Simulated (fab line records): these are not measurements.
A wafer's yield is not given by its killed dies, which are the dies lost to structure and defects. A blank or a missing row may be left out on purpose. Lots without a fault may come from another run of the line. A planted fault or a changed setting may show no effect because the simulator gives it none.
Matching of chambers -- flow n5-finfet -- 4 sister chambers for N5_BEOL_M4_STRIP_19 on rie-diel-06
The step strips in O2. 4 wafers are shown with their chamber, then 7 later ones without.

WAFERS PAIRED WITH THEIR CHAMBERS
wafer,chamber,showerhead-plenum-p-Torr (Torr)
L082.2,2,2.09
L082.4,3,2.20
L084.3,0,2.09
L084.4,1,2.04

WAFERS MISSING THEIR CHAMBER
wafer,showerhead-plenum-p-Torr (Torr)
L084.6,2.04
L094.2,2.19
L094.3,2.08
L094.6,2.03
L095.2,2.03
L095.5,2.19
L095.6,2.08

THE CHAMBER EACH PASSED THROUGH
wafer,from the rows above,in truth
L084.6,1,1
L094.2,3,3
L094.3,can't be placed: 0 or 2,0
L094.6,1,1
L095.2,1,1
L095.5,3,3
L095.6,can't be placed: 0 or 2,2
Placed correctly: 5 of 7. Cannot be placed on the basis of these rows: 2; the candidates contain the true chamber in 2. 0 placed wrongly.
How it was worked out, from the rows above alone: a wafer's distance from a chamber is the root of the sum, over the readings, of the square of ((its reading less the chamber's mean) divided by the reading's scatter). The wafer belongs to the nearest chamber; if the next one is less than 2 further off, it can't be placed. Each chamber's mean is taken over the wafers shown for it. The scatter: with one shown wafer a chamber, the root of the mean of the squares of how far each hidden wafer lies from its nearest shown one.
